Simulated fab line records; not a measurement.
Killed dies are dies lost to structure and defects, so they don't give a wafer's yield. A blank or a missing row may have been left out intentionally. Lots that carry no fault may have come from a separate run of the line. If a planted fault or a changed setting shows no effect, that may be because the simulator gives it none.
fab line records	flow nand-harc
[record] lots = 11	wafers = 33	last-day = 24
route steps=1159 shown P_M1@311 P_M2@326 END@1159
lots with no fault: from the same line, run without faults
start-h: the number of hours between the record's first day and the start of the first shown wafer of the lot	wait-h: hours elapsed since this lot's preceding step	" repeats the value in the row above	L1.1+2: one row covering several wafers at once	- no value, or no start given	* or withheld: withheld	< > ~ a bound
route shown NAME@n: names a module that has steps shown in the file, with the first one's number in the route	usual: mean and standard deviation over wafers with no fault	same: alike in all rows	chamber/n: place in a boat	sites: per-site readings	_std_site: the standard deviation of these	_edge_site: inner sites' mean taken away from outer sites' mean	radius-mm: how far each site lies from the wafer's centre	mask NAME#n: copy n	behind: the tool/chamber that last shaped the wafer	hold: cause of the lot's hold/its duration in hours/its outcome	device: transistor that didn't switch, given as n, p or np	end of line: the route-end tests of the same wafers	where a step has no rows: the recipe by itself	killed: count of dies lost to structure and defects at first sort (not the wafer's yield)	map: dies across one wafer; x = killed, . = not, _ = none there
set.NAME: the setting that was run; set.NAME@STEP: the one run at that earlier step	model.NAME: the simulator's own value behind a step, which no gauge read
the route's steps for a sample of lots (tables are steps, rows are wafers)
services: the hour from which a tool's chamber was out of use, counted from the record's first day as start-h (under 0 if before that day), plus the number of hours and why
[[steps]]
[step NHARC_P_M1_CMP_23]
[recipe] t-overpolish-s = 20	target-thk-nm = 157.82
[usual] motor-current-A = 12.0/1.2	time-to-endpoint-s = 29.8/2.9
lot.wafer	tool	chamber	start-h	wait-h	motor-current-A	time-to-endpoint-s
L443.4	cmp-03	2	117.33	-	13.4	28.7
L443.1	"	3	"	"	13.0	26.9
L443.6	"	1	"	"	12.0	26.1
L445.3	cmp-01	1	140.48	-	12.7	28.7
L445.6	"	1	"	"	12.9	28.7
L445.5	"	2	"	"	9.9	31.6
L446.3	cmp-02	1	140.74	-	10.0	33.0
L446.1	"	2	"	"	12.1	29.8
L446.4	"	0	"	"	11.9	28.4
L448.1	cmp-02	3	155.08	-	12.3	26.7
L448.5	"	3	"	"	12.5	27.9
L448.6	"	0	"	"	12.2	28.4
L447.4	cmp-02	2	155.62	-	12.8	29.0
L447.5	"	3	"	"	12.1	28.1
L447.6	"	0	"	"	11.6	27.6
L454.2	cmp-01	0	204.69	-	13.2	31.9
L454.3	"	1	"	"	13.0	26.6
L454.5	"	0	"	"	13.2	31.2
L457.2	cmp-01	3	208.36	-	11.4	33.5
L457.1	"	0	"	"	13.3	28.7
L457.4	"	2	"	"	9.8	30.0
L458.4	cmp-01	3	215.11	-	11.0	34.5
L458.2	"	1	"	"	12.6	27.2
L458.5	"	3	"	"	12.0	32.2
L462.4	cmp-03	0	236.66	-	12.8	34.5
L462.1	"	1	"	"	12.7	32.1
L462.6	"	3	"	"	13.0	32.1
L464.3	cmp-02	1	247.35	-	9.8	29.8
L464.5	"	3	"	"	12.1	26.8
L464.6	"	0	"	"	12.1	25.8
L466.3	cmp-01	1	258.90	-	12.4	27.7
L466.4	"	2	"	"	9.6	28.4
L466.5	"	1	"	"	12.4	24.6
[step NHARC_P_M1_PRE_CLEAN_32]
[recipe] time-s = 12	temp-c = 370	rf-power-w = 300	gas = NH3
[usual] heater-power-w = 601/61
lot.wafer	tool	chamber	start-h	wait-h	heater-power-w
L443.1	pecvd-01	2	117.87	0.1	570
L443.4	"	2	"	"	567
L443.6	"	2	"	"	583
L445.3	pecvd-01	0	141.04	0.1	536
L445.5	"	1	"	"	634
L445.6	"	0	"	"	538
L446.1	pecvd-02	1	141.30	0.1	614
L446.3	"	2	"	"	593
L446.4	"	2	"	"	586
L448.1	pecvd-03	0	155.62	0.1	609
L448.6	"	0	"	"	621
L448.5	"	1	"	"	703
L447.6	pecvd-03	0	156.11	0.1	627
L447.4	"	1	"	"	726
L447.5	"	2	"	"	610
L454.2	pecvd-01	2	205.54	0.4	615
L454.3	"	0	"	"	546
L454.5	"	1	"	"	636
L457.2	pecvd-02	1	208.89	0.1	547
L457.1	"	0	"	"	578
L457.4	"	0	"	"	571
L458.2	pecvd-01	1	215.66	0.1	654
L458.5	"	1	"	"	654
L458.4	"	2	"	"	585
L462.1	pecvd-03	0	237.16	0.1	609
L462.6	"	0	"	"	589
L462.4	"	1	"	"	733
L464.3	pecvd-02	2	247.84	0.1	693
L464.5	"	1	"	"	566
L464.6	"	0	"	"	526
L466.3	pecvd-02	1	259.44	0.1	496
L466.5	"	1	"	"	508
L466.4	"	2	"	"	657
[step NHARC_P_M2_PEB_07]
[recipe] peb-temp-c = 100	peb-time-s = 65
[usual] chill-plate-temp-C = 23.02/0.12	heater-power-total-W = 156.6/0.41	resist-line-temp-C = 23.01/0.11
lot.wafer	tool	chamber	start-h	wait-h	chill-plate-temp-C	heater-power-total-W	resist-line-temp-C
L443.1	litho-track-01	0	119.14	0.1	22.97	156.0	23.01
L443.4	"	0	"	"	23.07	156.4	23.20
L443.6	"	0	"	"	23.08	156.3	22.91
L445.3	litho-track-06	0	142.38	0.0	23.09	156.8	23.05
L445.5	"	0	"	"	23.18	157.1	23.02
L445.6	"	0	"	"	23.25	157.1	22.96
L446.1	litho-track-01	0	142.40	0.1	23.13	156.7	23.08
L446.3	"	0	"	"	22.95	156.6	23.08
L446.4	"	0	"	"	23.02	157.0	23.02
L448.1	litho-track-04	0	156.84	0.1	23.22	156.0	22.94
L448.5	"	0	"	"	23.08	157.1	22.85
L448.6	"	0	"	"	23.25	156.1	22.89
L447.4	litho-track-04	0	157.46	0.0	22.80	156.8	23.12
L447.5	"	0	"	"	22.71	157.2	23.16
L447.6	"	0	"	"	22.81	156.1	23.04
L454.2	litho-track-01	0	206.96	0.1	23.14	156.8	23.18
L454.3	"	0	"	"	23.01	156.4	23.19
L454.5	"	0	"	"	23.17	157.2	23.24
L457.1	litho-track-04	0	210.12	0.1	22.88	175.7	22.95
L457.2	"	0	"	"	22.87	156.1	23.04
L457.4	"	0	"	"	22.85	156.8	23.04
L458.2	litho-track-04	0	216.98	0.1	22.82	157.2	22.96
L458.4	"	0	"	"	22.87	157.0	23.07
L458.5	"	0	"	"	22.81	175.2	23.13
L462.1	litho-track-06	0	238.36	0.1	22.89	157.0	23.25
L462.4	"	0	"	"	23.10	156.0	23.18
L462.6	"	0	"	"	23.05	157.1	23.19
L464.3	litho-track-06	0	249.07	0.0	22.96	156.9	23.12
L464.5	"	0	"	"	22.94	156.2	23.05
L464.6	"	0	"	"	23.05	156.5	23.03
L466.3	litho-track-01	0	260.54	0.0	23.02	156.6	22.94
L466.4	"	0	"	"	23.02	156.3	23.04
L466.5	"	0	"	"	23.19	157.0	22.92
[step NHARC_P_M2_CD_MEAS_09]
[recipe] target-cd-nm = 170	landing-energy-ev = 500
[usual] cd-nm = 170.2/0.58
lot.wafer	tool	chamber	start-h	wait-h	cd-nm
L443.1	cd-sem-02	0	119.22	-	169.8
L443.4	"	0	"	"	169.5
L443.6	"	0	"	"	169.9
L445.3	cd-sem-03	0	142.46	-	169.9
L445.5	"	0	"	"	170.4
L445.6	"	0	"	"	170.5
L446.1	cd-sem-01	0	142.48	-	169.7
L446.3	"	0	"	"	171.7
L446.4	"	0	"	"	170.3
L448.1	cd-sem-01	0	156.92	-	170.3
L448.5	"	0	"	"	170.9
L448.6	"	0	"	"	169.9
L447.4	cd-sem-03	0	157.54	-	170.8
L447.5	"	0	"	"	170.8
L447.6	"	0	"	"	170.2
L454.2	cd-sem-02	0	207.04	-	169.3
L454.3	"	0	"	"	169.2
L454.5	"	0	"	"	170.8
L457.1	cd-sem-02	0	210.20	-	162.6
L457.2	"	0	"	"	170.0
L457.4	"	0	"	"	171.0
L458.2	cd-sem-03	0	217.07	-	170.3
L458.4	"	0	"	"	170.5
L458.5	"	0	"	"	163.4
L462.1	cd-sem-02	0	238.44	-	171.0
L462.4	"	0	"	"	171.2
L462.6	"	0	"	"	170.9
L464.3	cd-sem-02	0	249.15	-	170.2
L464.5	"	0	"	"	170.1
L464.6	"	0	"	"	169.9
L466.3	cd-sem-03	0	260.63	-	170.4
L466.4	"	0	"	"	170.2
L466.5	"	0	"	"	169.7
[step NHARC_P_M2_ETCH_28]
[recipe] target-depth-a = 300	over-etch-frac = 0.3	time-s = 72.99	ion-energy-ev = 150	cf4-flow-sccm = 50	n2-flow-sccm = 100	ar-flow-sccm = 150	rf-w = 300	bias-w = 100	chemistry = CF4/N2
[usual] drypump-motor-current-A = 5.6/0.36	oes-product-au = 0.998/0.0094	rf-vpp-V = 314.6/2.2	showerhead-plenum-p-Torr = 2.65/0.12	throttle-valve-pct = 19.795/0.0089
[same] over-etch-frac = 0.3
lot.wafer	tool	chamber	start-h	wait-h	drypump-motor-current-A	oes-product-au	rf-hours-counter-h	rf-vpp-V	showerhead-plenum-p-Torr	throttle-valve-pct
L443.1	rie-diel-01	1	-	-	5.6	1.006	55	310.2	2.43	19.784
L443.4	"	2	"	"	5.7	0.993	52	314.6	2.71	19.794
L443.6	"	0	"	"	5.5	1.016	-	315.2	2.65	19.795
L445.3	rie-diel-04	3	-	-	5.3	0.999	1	313.8	2.62	19.799
L445.6	"	1	"	"	6.2	0.986	-	310.6	2.46	19.798
L445.5	"	2	"	"	5.7	0.997	-	317.4	2.80	19.795
L446.3	rie-diel-11	2	-	-	5.8	1.008	22	317.4	2.77	19.786
L446.4	"	3	"	"	5.7	0.985	22	312.1	2.58	19.794
L446.1	"	1	"	"	5.0	1.009	19	316.6	2.72	19.795
L448.1	rie-diel-04	0	-	-	5.1	1.003	1	316.5	2.72	19.808
L448.5	"	2	"	"	5.7	0.997	-	317.9	2.80	19.795
L448.6	"	3	"	"	5.3	0.992	-	314.8	2.62	19.799
L447.4	rie-diel-11	0	-	-	5.6	0.999	23	311.1	2.45	19.791
L447.6	"	1	"	"	5.0	0.999	-	315.2	2.72	19.791
L447.5	"	2	"	"	5.8	1.008	-	317.4	2.77	19.790
L454.2	rie-diel-11	3	-	-	5.7	0.992	1	312.5	2.57	19.773
L454.3	"	0	"	"	5.6	0.988	1	312.2	2.44	19.790
L454.5	"	2	"	"	5.9	0.994	-	317.8	2.76	19.804
L457.2	rie-diel-04	1	-	-	6.2	0.991	3	311.8	2.46	19.799
L457.4	"	3	"	"	5.3	0.999	3	314.2	2.61	19.798
L457.1	"	0	"	"	5.1	1.003	3	314.8	2.72	19.786
L458.4	rie-diel-04	3	-	-	5.3	0.985	4	314.2	2.61	19.788
L458.2	"	0	"	"	5.1	1.008	3	316.6	2.72	19.793
L458.5	"	2	"	"	5.7	0.998	-	316.9	2.80	19.804
L462.4	rie-diel-11	3	-	-	5.7	0.980	5	313.3	2.57	19.792
L462.1	"	0	"	"	5.6	0.996	6	310.7	2.44	19.799
L462.6	"	2	"	"	5.9	0.986	-	318.0	2.76	19.807
L464.3	rie-diel-04	0	-	-	5.2	1.010	5	317.5	2.72	19.777
L464.6	"	1	"	"	6.2	0.994	-	311.8	2.46	19.808
L464.5	"	2	"	"	5.7	1.007	-	316.4	2.80	19.787
L466.3	rie-diel-04	1	-	-	6.2	1.001	5	311.3	2.46	19.793
L466.4	"	2	"	"	5.7	1.011	5	315.9	2.80	19.817
L466.5	"	3	"	"	5.3	0.991	-	313.0	2.61	19.784
[step NHARC_END_SORT_01]
[recipe] temp-c = 25
[usual] defect-limited-yield = 95.2/1.9	killed-at-array = 29/13	killed-at-other = 0.7/1	killed-at-periphery = 3.2/2.3	killed-dies = 33/13	killed-open = 3.3/1.7	killed-short = 2.0/1.5	sort_bin_2_pct = 1.5/0.8	sort_bin_3_pct = 0.27/0.22	sort_bin_4_pct = 3.0/1.1	sort-n-pass = 644/13	sort-rim-yield-pct = 96.0/2.9	sort-yield-pct = 95.2/1.9
[same] gross-dies = 677	sort_bin_5_pct[%] = 0	sort_bin_6_pct[%] = 0	sort_bin_7_pct[%] = 0	sort_bin_8_pct[%] = 0	sort-rim-n-gross = 106.00
lot.wafer	tool	chamber	start-h	wait-h	defect-limited-yield[%]	killed-at-array	killed-at-other	killed-at-periphery	killed-dies	killed-open	killed-short	sort_bin_2_pct[%]	sort_bin_3_pct[%]	sort_bin_4_pct[%]	sort-n-pass	sort-rim-yield-pct[%]	sort-yield-pct[%]
L457.1	prober-01	0	529.70	2.5	96.2	19	3	4	26	5	5	1.0	0.30	2.5	651	97.2	96.2
L457.2	prober-01	0	530.52	2.8	96.6	16	3	4	23	6	2	1.5	0.15	1.8	654	95.3	96.6
L457.4	prober-01	0	532.16	3.5	96.8	16	4	2	22	3	1	0.7	0.44	2.1	655	97.2	96.8
L458.2	prober-02	0	530.52	2.8	93.4	44	0	1	45	3	1	2.5	0.44	3.7	632	98.1	93.4
L458.4	prober-02	0	532.12	3.4	93.1	42	0	5	47	4	3	2.2	0.44	4.3	630	88.7	93.1
L458.5	prober-02	0	532.92	3.7	92.9	46	0	2	48	3	1	2.8	0	4.3	629	94.3	92.9
// killed by level:class
L457.1 A_CHANNEL_HOLE_D1:chamber-film-flake=7 A_STAIRCASE:chamber-film-flake=4 THIN_TSV:chamber-film-flake=3 P_M2:geometric-particle:open=2 A_CONTACT:chamber-film-flake=2 P_M0:geometric-particle:short=1 P_M1:geometric-particle:short=1 A_ONON_D1:geometric-particle:open=1
L457.2 A_CHANNEL_HOLE_D1:chamber-film-flake=6 THIN_TSV:chamber-film-flake=3 P_CONTACT:geometric-particle:open=2 P_STI:chamber-film-flake=2 A_CONTACT:chamber-film-flake=2 A_CHANNEL_FILL_D1:geometric-particle:short=1 A_CHANNEL_FILL_D1:geometric-particle:open=1 A_WL_FILL:geometric-particle:short=1
L458.2 A_SLIT:chamber-film-flake=17 A_CHANNEL_HOLE_D1:chamber-film-flake=16 A_SGD_CUT:chamber-film-flake=4 A_CONTACT:chamber-film-flake=3 P_GATE:geometric-particle:open=1 A_CHANNEL_FILL_D1:geometric-particle:open=1 A_WL_FILL:geometric-particle:short=1 A_CONTACT:geometric-particle:open=1
L458.4 A_CHANNEL_HOLE_D1:chamber-film-flake=19 A_SLIT:chamber-film-flake=13 A_SGD_CUT:chamber-film-flake=3 A_CONTACT:chamber-film-flake=3 P_GATE:geometric-particle:open=1 P_CONTACT:geometric-particle:open=1 P_M1:geometric-particle:open=1 A_CHANNEL_FILL_D1:geometric-particle:open=1
L457.4 A_CONTACT:chamber-film-flake=5 THIN_TSV:chamber-film-flake=4 P_STI:chamber-film-flake=2 A_CHANNEL_HOLE_D1:chamber-film-flake=2 A_STAIRCASE:chamber-film-flake=2 A_SLIT:chamber-film-flake=2 A_SOURCE_PLATE:geometric-particle:short=1 A_CHANNEL_FILL_D1:geometric-particle:open=1
L458.5 A_CHANNEL_HOLE_D1:chamber-film-flake=26 A_SLIT:chamber-film-flake=10 A_CONTACT:chamber-film-flake=5 A_ONON_D1:geometric-particle:open=2 A_CONTACT:geometric-particle:open=1 A_BLC:geometric-particle:short=1 P_STI:chamber-film-flake=1 P_GATE:chamber-film-flake=1
[[services]]
tool	chamber	start-h	hours	kind
pecvd-01	-	105.96	0.6	repair
cmp-03	-	108.62	3.7	repair
pecvd-03	-	111.26	13.0	pm
rie-diel-04	-	111.90	9.0	pm
litho-track-06	-	117.00	7.0	pm
cmp-02	-	128.63	4.0	pm
pecvd-03	1	133.05	10.7	repair
litho-track-04	-	141.00	7.0	pm
pecvd-02	-	153.00	13.0	pm
cmp-03	-	156.00	4.0	pm
rie-diel-11	2	161.62	1.9	repair
cmp-01	-	179.50	4.0	pm
rie-diel-04	-	186.45	3.6	repair
cmp-02	-	187.27	0.9	repair
cmp-03	-	189.27	3.6	repair
rie-diel-11	-	190.06	9.0	pm
pecvd-02	-	210.38	1.4	repair
rie-diel-04	2	219.62	17.1	repair
rie-diel-11	3	226.09	2.5	repair
rie-diel-11	2	226.40	2.0	repair
cmp-02	-	226.63	4.0	pm
rie-diel-11	0	229.34	2.6	repair
pecvd-01	-	237.21	13.0	pm
cmp-03	-	254.02	4.0	pm
[[key]]
[first-sign] step = NHARC_P_M2_PEB_07	reading = heater-power-total-W	direction = up	sigmas = 46	usual = *	struck = *
[effect] step = NHARC_P_M2_CD_MEAS_09	reading = cd-nm	direction = down	sigmas = 12	usual = 170.2	struck = 163.0
met-at NHARC_P_M2_PEB_07
struck-lots L457,L458
struck-wafers L457.1,L458.5
not-acting-at NHARC_P_M1_CMP_23,NHARC_P_M1_PRE_CLEAN_32,NHARC_P_M2_ETCH_28
onset-between 157.46 210.12
[fault] kind = process-parameter-drift	tool = litho-track-04	chamber = -	onset-h = 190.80	steps = NHARC_P_M2_PEB_07	channel = peb-time-s	offset = *	shape = step	end-h = 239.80	scope = struck-wafers-only	acts-in = *	stated = *
